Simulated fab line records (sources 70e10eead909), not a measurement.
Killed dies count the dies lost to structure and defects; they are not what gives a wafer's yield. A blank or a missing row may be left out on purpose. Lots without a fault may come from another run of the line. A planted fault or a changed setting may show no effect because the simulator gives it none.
fab line records	flow nand-harc
record lots=6	wafers=17	last-day=33
route steps=1302 shown A_BONDPAD@1208 END@1302
lots with no fault: from the same line, run without faults
start-h: hours from the record's first day to the start of the lot's first wafer shown	wait-h: hours elapsed since this lot's preceding step	" identical to the entry in the row above	L1.1+2: a single row standing in for several wafers	- no value, or no start given	* or withheld: withheld	< > ~ a bound
route shown NAME@n: a module of which the file shows steps, and the number in the route of the first	usual: the fault-free wafers' mean and standard deviation	same: alike in all rows	chamber/n: place in a boat	sites: readings site by site	_std_site: standard deviation across them	_edge_site: mean of outer sites minus mean of inner sites	radius-mm: for every site, how far away it sits from the centre of the wafer	mask NAME#n: copy n	behind: the tool/chamber that last shaped the wafer	hold: cause of the lot's hold/its duration in hours/its outcome	device: whichever transistor did not switch (one of n, p or np)	end of line: tests of these same wafers at the route's end	a step without rows: its recipe alone	killed: count of dies lost to structure and defects at first sort (not the wafer's yield)	map: a wafer's dies, x killed, . not, _ none there
set.NAME: the run value of the setting; set.NAME@STEP: its run value at that earlier step	model.NAME: the simulator's own value behind a step, which no gauge read
lots seen at some steps along the route; tables by step, rows by wafer
services: the hour from which a tool's chamber was out of use, counted from the record's first day as start-h (under 0 if before that day), plus the number of hours and why
## steps
# step NHARC_A_BONDPAD_COAT_33
# recipe temp-c=200	time-s=65
# step NHARC_A_BONDPAD_COAT_03
# recipe spin-rpm=2000	resist-thk-nm=600
# step NHARC_A_BONDPAD_SOFTBAKE_04
# recipe temp-c=125	time-s=70
# step NHARC_A_BONDPAD_EBR_05
# step NHARC_A_BONDPAD_EXPOSE_06
# recipe na=0.55	dose-mj=36.99	mask-id=A_BPAD
# step NHARC_A_BONDPAD_PEB_07
# recipe peb-temp-c=128	peb-time-s=80
# step NHARC_A_BONDPAD_DEVELOP_08
# recipe time-s=50	dev-temp-c=22
# step NHARC_A_BONDPAD_CD_MEAS_09
# recipe target-cd-nm=500	landing-energy-ev=500
# usual cd-nm=500.2/1.7
lot.wafer	tool	chamber	start-h	wait-h	cd-nm
L844.1	cd-sem-03	0	553.24	-	500.9
L844.2	"	0	"	"	497.2
L844.4	"	0	"	"	499.0
L852.1	cd-sem-01	0	635.21	-	497.5
L852.2	"	0	"	"	498.7
L852.4	"	0	"	"	501.1
L857.3	cd-sem-02	0	689.33	-	497.7
L857.5	"	0	"	"	496.8
L859.2	cd-sem-01	0	704.86	-	501.1
L859.4	"	0	"	"	500.7
L859.5	"	0	"	"	502.6
L861.3	cd-sem-01	0	732.25	-	502.3
L861.5	"	0	"	"	500.8
L861.6	"	0	"	"	503.0
L864.1	cd-sem-02	0	758.54	-	499.3
L864.2	"	0	"	"	499.8
L864.6	"	0	"	"	500.5
# step NHARC_A_BONDPAD_OVL_MEAS_35
# usual overlay-x-nm=1/4.2	overlay-y-nm=1/7
lot.wafer	tool	chamber	start-h	wait-h	overlay-x-nm	overlay-y-nm
L844.1	overlay-01	-	553.33	-	6	8
L844.2	"	-	"	"	7	7
L844.4	"	-	"	"	6	8
L852.1	overlay-02	-	635.29	-	1	5
L852.2	"	-	"	"	1	5
L852.4	"	-	"	"	1	4
L857.3	overlay-01	-	689.42	-	-5	2
L857.5	"	-	"	"	-5	1
L859.2	overlay-01	-	704.95	-	-2	2
L859.4	"	-	"	"	-2	2
L859.5	"	-	"	"	-2	2
L861.3	overlay-01	-	732.33	-	-3	12
L861.5	"	-	"	"	-3	13
L861.6	"	-	"	"	-3	12
L864.1	overlay-02	-	758.63	-	2	-9
L864.2	"	-	"	"	2	-8
L864.6	"	-	"	"	2	-8
# step NHARC_A_BONDPAD_HARDBAKE_10
# recipe temp-c=118	time-s=65
# step NHARC_A_BONDPAD_DESCUM_11
# recipe time-s=3	o2-flow-sccm=200	ar-flow-sccm=0	bias-power-w=0	chemistry=O2
# usual drypump-motor-current-A=5.9/0.52	mfc-ar-sccm=0.010/0.011	oes-product-au=0.999/0.01	rf-vpp-V=57.9/0.97	showerhead-plenum-p-Torr=1.92/0.08	throttle-valve-pct=11.311/0.0089
lot.wafer	tool	chamber	start-h	wait-h	drypump-motor-current-A	mfc-ar-sccm	oes-product-au	rf-hours-counter-h	rf-vpp-V	showerhead-plenum-p-Torr	throttle-valve-pct
L844.1	rie-diel-05	1	553.45	-	5.8	0	0.997	3	56.8	2.00	11.311
L844.4	"	3	"	"	6.6	0.018	0.999	4	57.8	1.92	11.302
L844.2	"	0	"	"	5.7	0	0.984	4	58.7	2.03	11.318
L852.4	rie-diel-11	1	635.42	-	5.9	0	1.004	1	58.3	1.88	11.315
L852.2	"	2	"	"	5.7	0.032	1.012	1	58.0	1.83	11.307
L852.1	"	0	"	"	5.9	0	0.994	1	56.5	1.78	11.311
L857.3	rie-diel-05	2	689.55	-	5.1	0.022	1.010	2	57.7	1.83	11.324
L857.5	"	2	"	"	5.1	0.022	1.007	-	58.0	1.83	11.303
L859.4	rie-diel-05	1	705.08	-	5.8	0	1.021	3	56.2	2.00	11.303
L859.2	"	3	"	"	6.6	0.018	0.998	3	55.4	1.92	11.315
L859.5	"	0	"	"	5.7	0	0.990	-	58.6	2.03	11.301
L861.3	rie-diel-11	3	732.46	-	6.2	0.021	1.011	19	57.2	1.85	11.308
L861.5	"	2	"	"	5.7	0.032	1.022	-	57.7	1.82	11.294
L861.6	"	3	"	"	6.2	0.021	1.010	-	56.9	1.85	11.313
L864.2	rie-diel-11	0	758.75	-	5.9	0	1.007	20	57.2	1.77	11.324
L864.1	"	3	"	"	6.2	0.021	1.013	23	57.3	1.85	11.314
L864.6	"	0	"	"	5.9	0	1.007	-	57.5	1.77	11.303
# step NHARC_A_BONDPAD_ETCH_34
# recipe target-depth-a=600	overetch-a=180	time-s=65.91	ion-energy-ev=200	n2-flow-sccm=150	h2-flow-sccm=150	ar-flow-sccm=0	rf-w=400	bias-w=150	chemistry=N2/H2
# usual drypump-motor-current-A=5.9/0.51	mfc-ar-sccm=0.009/0.011	oes-product-au=1.001/0.0091	rf-vpp-V=430.9/2.6	run-length-s=86.9/0.36	showerhead-plenum-p-Torr=2.05/0.089	throttle-valve-pct=14.172/0.0092
lot.wafer	tool	chamber	start-h	wait-h	drypump-motor-current-A	mfc-ar-sccm	oes-product-au	rf-hours-counter-h	rf-vpp-V	run-length-s	showerhead-plenum-p-Torr	throttle-valve-pct
L844.2	rie-diel-05	3	553.54	0.1	6.6	0.018	1.010	4	430.9	86.7	2.04	14.171
L844.1	"	0	"	"	5.7	0	0.992	4	435.7	86.7	2.17	14.165
L844.4	"	1	"	"	5.8	0	0.990	3	433.7	87.0	2.14	14.175
L852.4	rie-diel-11	2	635.50	0.1	5.7	0.032	1.007	2	426.9	86.8	1.95	14.169
L852.2	"	0	"	"	5.9	0	1.004	1	425.6	87.4	1.89	14.164
L852.1	"	1	"	"	5.9	0	0.993	1	429.2	87.5	2.01	14.146
L857.3	rie-diel-05	3	689.64	0.1	6.6	0.018	0.989	3	431.7	86.8	2.04	14.185
L857.5	"	1	"	"	5.8	0	1.002	-	434.0	86.8	2.14	14.176
L859.2	rie-diel-05	1	705.17	0.1	5.8	0	0.993	3	432.6	86.8	2.14	14.158
L859.4	"	2	"	"	5.1	0.022	1.001	3	428.0	87.3	1.95	14.179
L859.5	"	3	"	"	6.6	0.018	0.978	-	432.0	86.4	2.04	14.179
L861.3	rie-diel-11	2	732.55	0.1	5.7	0.032	1.013	16	425.4	87.1	1.94	14.172
L861.5	"	0	"	"	5.9	0	1.014	-	425.8	87.2	1.89	14.172
L861.6	"	1	"	"	5.9	0	0.999	-	430.5	87.9	2.00	14.155
L864.2	rie-diel-11	2	758.85	0.1	5.7	0.032	1.017	19	428.7	87.1	1.94	14.181
L864.1	"	3	"	"	6.2	0.021	1.008	23	427.6	88.0	1.97	14.171
L864.6	"	0	"	"	5.9	0	1.005	-	425.9	87.2	1.88	14.179
# step NHARC_A_BONDPAD_ETCH_12
# recipe target-depth-a=2200	time-s=110	chf3-flow-sccm=50	o2-flow-sccm=10	ar-flow-sccm=200	rf-w=500	bias-w=200	chemistry=CHF3/O2
# usual drypump-motor-current-A=5.8/0.51	mfc-ar-sccm=200.0/0.64	oes-product-au=0.951/0.024	rf-vpp-V=370.8/2.2	run-length-s=131.0/0.36	showerhead-plenum-p-Torr=2.41/0.096	throttle-valve-pct=20.572/0.0094
lot.wafer	tool	chamber	start-h	wait-h	drypump-motor-current-A	mfc-ar-sccm	oes-product-au	rf-hours-counter-h	rf-vpp-V	run-length-s	showerhead-plenum-p-Torr	throttle-valve-pct
L844.1	rie-diel-05	3	553.63	-	6.6	200.7	0.924	4	371.3	130.9	2.41	20.587
L844.4	"	0	"	"	5.7	198.8	0.913	4	373.7	131.2	2.55	20.581
L844.2	"	2	"	"	5.1	200.4	0.932	4	368.6	130.9	2.31	20.561
L852.1	rie-diel-11	1	635.60	-	5.9	200.6	0.964	1	369.7	131.6	2.37	20.561
L852.4	"	3	"	"	6.2	199.0	0.990	2	368.7	132.1	2.33	20.553
L852.2	"	0	"	"	5.9	199.3	0.984	1	368.9	131.7	2.24	20.569
L857.3	rie-diel-05	3	689.73	-	6.6	199.1	0.979	3	369.9	131.0	2.41	20.575
L857.5	"	3	"	"	6.6	199.2	0.979	-	367.6	101.1	2.40	20.577
L859.4	rie-diel-05	1	705.25	-	5.8	200.1	0.951	3	371.1	102.3	2.51	20.587
L859.2	"	0	"	"	5.7	200.0	0.947	3	372.9	130.6	2.55	20.562
L859.5	"	1	"	"	5.8	200.1	0.946	-	373.4	101.8	2.51	20.564
L861.3	rie-diel-11	3	732.66	-	6.2	199.8	0.947	19	368.4	132.2	2.32	20.577
L861.6	"	0	"	"	5.9	200.8	0.937	-	366.1	131.4	2.23	20.580
L861.5	"	1	"	"	5.8	200.1	0.915	-	369.4	131.4	2.36	20.581
L864.2	rie-diel-11	1	758.93	-	5.9	198.9	0.958	21	371.0	131.6	2.36	20.577
L864.1	"	2	"	"	5.7	200.3	1.004	19	368.2	131.2	2.29	20.578
L864.6	"	1	"	"	5.9	199.7	0.967	-	370.5	131.6	2.36	20.575
# step NHARC_A_BONDPAD_CD_MEAS_13
# usual cd-nm=499.7/1.8
lot.wafer	tool	chamber	start-h	wait-h	cd-nm
L844.1	cd-sem-02	-	553.77	-	499.3
L844.2	"	-	"	"	496.8
L844.4	"	-	"	"	498.2
L852.1	cd-sem-02	-	635.73	-	496.9
L852.2	"	-	"	"	498.6
L852.4	"	-	"	"	499.8
L857.3	cd-sem-03	-	689.88	-	497.7
L857.5	"	-	"	"	496.2
L859.2	cd-sem-03	-	705.39	-	501.1
L859.4	"	-	"	"	499.5
L859.5	"	-	"	"	502.2
L861.3	cd-sem-01	-	732.78	-	500.1
L861.5	"	-	"	"	499.1
L861.6	"	-	"	"	502.0
L864.1	cd-sem-01	-	759.08	-	499.0
L864.2	"	-	"	"	498.6
L864.6	"	-	"	"	500.0
# step NHARC_END_SORT_01
# recipe temp-c=25
# usual defect-limited-yield=90.7/2.9	killed-at-array=58/20	killed-at-other=1.0/1.2	killed-at-periphery=4.1/3	killed-dies=63/20	killed-open=3.2/1.7	killed-short=2.5/1.5
# same gross-dies=677
lot.wafer	tool	chamber	start-h	wait-h	defect-limited-yield[%]	killed-at-array	killed-at-other	killed-at-periphery	killed-dies	killed-open	killed-short
L857.5	prober-02	0	721.82	3.7	0	673	2	2	677	3	1
L859.2	prober-02	0	735.87	2.8	90.3	64	0	2	66	2	1
L859.4	prober-02	0	737.48	3.4	0	669	0	8	677	5	3
L859.5	prober-02	0	738.29	3.7	0	676	0	1	677	2	2
# killed by level:class
L857.5 A_BONDPAD:area-etch=624 A_CHANNEL_HOLE_D2:chamber-film-flake=21 A_CHANNEL_HOLE_D1:chamber-film-flake=10 A_CONTACT:chamber-film-flake=8 A_SLIT:chamber-film-flake=4 THIN_TSV:chamber-film-flake=2 A_ONON_D1:geometric-particle:short=1 A_CHANNEL_FILL_D2:geometric-particle:open=1
L859.2 A_SLIT:chamber-film-flake=31 A_CHANNEL_HOLE_D1:chamber-film-flake=16 A_CONTACT:chamber-film-flake=8 A_STAIRCASE:chamber-film-flake=3 P_GATE:chamber-film-flake=2 A_DECK1_JOINT:chamber-film-flake=2 A_ONON_D1:geometric-particle:short=1 A_CHANNEL_HOLE_D1:geometric-particle:open=1
L859.4 A_BONDPAD:area-etch=604 A_SLIT:chamber-film-flake=32 A_CHANNEL_HOLE_D1:chamber-film-flake=18 A_CONTACT:chamber-film-flake=4 P_GATE:chamber-film-flake=3 A_WL_FILL:chamber-film-flake=3 A_CHANNEL_FILL_D2:geometric-particle:open=2 P_STI:geometric-particle:open=1
L859.5 A_BONDPAD:area-etch=627 A_SLIT:chamber-film-flake=35 A_CHANNEL_HOLE_D1:chamber-film-flake=5 A_CONTACT:chamber-film-flake=3 P_M0:geometric-particle:short=1 A_ONON_D1:geometric-particle:open=1 A_CHANNEL_HOLE_D1:geometric-particle:short=1 A_DECK1_JOINT:geometric-particle:open=1
# map L857.5 (x killed, . not)
____________x____________
_________xxxxxxx_________
_______xxxxxxxxxxx_______
______xxxxxxxxxxxxx______
_____xxxxxxxxxxxxxxx_____
____xxxxxxxxxxxxxxxxx____
____xxxxxxxxxxxxxxxxx____
___xxxxxxxxxxxxxxxxxxx___
___xxxxxxxxxxxxxxxxxxx___
__xxxxxxxxxxxxxxxxxxxxx__
__xxxxxxxxxxxxxxxxxxxxx__
_xxxxxxxxxxxxxxxxxxxxxxx_
_xxxxxxxxxxxxxxxxxxxxxxx_
_xxxxxxxxxxxxxxxxxxxxxxx_
_xxxxxxxxxxxxxxxxxxxxxxx_
_xxxxxxxxxxxxxxxxxxxxxxx_
xxxxxxxxxxxxxxxxxxxxxxxxx
xxxxxxxxxxxxxxxxxxxxxxxxx
xxxxxxxxxxxxxxxxxxxxxxxxx
xxxxxxxxxxxxxxxxxxxxxxxxx
xxxxxxxxxxxxxxxxxxxxxxxxx
_xxxxxxxxxxxxxxxxxxxxxxx_
_xxxxxxxxxxxxxxxxxxxxxxx_
_xxxxxxxxxxxxxxxxxxxxxxx_
_xxxxxxxxxxxxxxxxxxxxxxx_
_xxxxxxxxxxxxxxxxxxxxxxx_
__xxxxxxxxxxxxxxxxxxxxx__
__xxxxxxxxxxxxxxxxxxxxx__
___xxxxxxxxxxxxxxxxxxx___
___xxxxxxxxxxxxxxxxxxx___
____xxxxxxxxxxxxxxxxx____
____xxxxxxxxxxxxxxxxx____
_____xxxxxxxxxxxxxxx_____
______xxxxxxxxxxxxx______
_______xxxxxxxxxxx_______
_________xxxxxxx_________
____________x____________
# map L859.4 (x killed, . not)
____________x____________
_________xxxxxxx_________
_______xxxxxxxxxxx_______
______xxxxxxxxxxxxx______
_____xxxxxxxxxxxxxxx_____
____xxxxxxxxxxxxxxxxx____
____xxxxxxxxxxxxxxxxx____
___xxxxxxxxxxxxxxxxxxx___
___xxxxxxxxxxxxxxxxxxx___
__xxxxxxxxxxxxxxxxxxxxx__
__xxxxxxxxxxxxxxxxxxxxx__
_xxxxxxxxxxxxxxxxxxxxxxx_
_xxxxxxxxxxxxxxxxxxxxxxx_
_xxxxxxxxxxxxxxxxxxxxxxx_
_xxxxxxxxxxxxxxxxxxxxxxx_
_xxxxxxxxxxxxxxxxxxxxxxx_
xxxxxxxxxxxxxxxxxxxxxxxxx
xxxxxxxxxxxxxxxxxxxxxxxxx
xxxxxxxxxxxxxxxxxxxxxxxxx
xxxxxxxxxxxxxxxxxxxxxxxxx
xxxxxxxxxxxxxxxxxxxxxxxxx
_xxxxxxxxxxxxxxxxxxxxxxx_
_xxxxxxxxxxxxxxxxxxxxxxx_
_xxxxxxxxxxxxxxxxxxxxxxx_
_xxxxxxxxxxxxxxxxxxxxxxx_
_xxxxxxxxxxxxxxxxxxxxxxx_
__xxxxxxxxxxxxxxxxxxxxx__
__xxxxxxxxxxxxxxxxxxxxx__
___xxxxxxxxxxxxxxxxxxx___
___xxxxxxxxxxxxxxxxxxx___
____xxxxxxxxxxxxxxxxx____
____xxxxxxxxxxxxxxxxx____
_____xxxxxxxxxxxxxxx_____
______xxxxxxxxxxxxx______
_______xxxxxxxxxxx_______
_________xxxxxxx_________
____________x____________
## services
tool	chamber	start-h	hours	kind
rie-diel-11	3	538.83	4.8	repair
rie-diel-11	0	539.52	-	clean
rie-diel-11	1	539.52	-	clean
rie-diel-11	2	539.52	-	clean
rie-diel-11	0	564.02	-	clean
rie-diel-11	1	564.02	-	clean
rie-diel-11	2	564.02	-	clean
rie-diel-11	3	564.02	-	clean
rie-diel-11	1	568.37	-	consumable-replace:focus-ring
rie-diel-11	1	568.37	9.0	scheduled-down
rie-diel-11	1	568.37	9.0	vent-cycle
rie-diel-05	-	583.60	9.0	pm
rie-diel-11	0	588.72	-	clean
rie-diel-11	1	588.72	-	clean
rie-diel-11	2	588.72	-	clean
rie-diel-05	2	601.82	1.2	repair
rie-diel-11	-	610.09	9.0	pm
rie-diel-05	-	625.63	0.2	repair
rie-diel-05	2	637.52	4.1	repair
rie-diel-11	0	638.44	8.4	repair
rie-diel-11	3	641.77	4.4	repair
rie-diel-11	2	655.86	10.1	repair
rie-diel-11	2	703.06	4.4	repair
rie-diel-11	2	723.19	3.4	repair
## key
first-sign step=NHARC_A_BONDPAD_ETCH_12	reading=run-length-s	direction=down	sigmas=82	usual=*	struck=*
effect step=NHARC_END_SORT_01	reading=defect-limited-yield	direction=down	sigmas=31	usual=90.7	struck=0
more-kills-born-at NHARC_A_BONDPAD_ETCH_12@rie-diel-05=1855
met-at NHARC_A_BONDPAD_ETCH_12
struck-wafers L857.5,L859.4,L859.5
later-rows-left-out L857.5,L859.4,L859.5
onset-between 553.63 689.73
fault kind=process-parameter-drift	tool=rie-diel-05	chamber=-	onset-h=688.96	steps=NHARC_A_BONDPAD_ETCH_12	channel=time-s	offset=*	shape=step	end-h=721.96	scope=struck-wafers-only	acts-in=*	stated=*
# later-rows-left-out: the simulator's readings of these wafers behind a module that went badly wrong aren't trusted and aren't shown, but for the sort
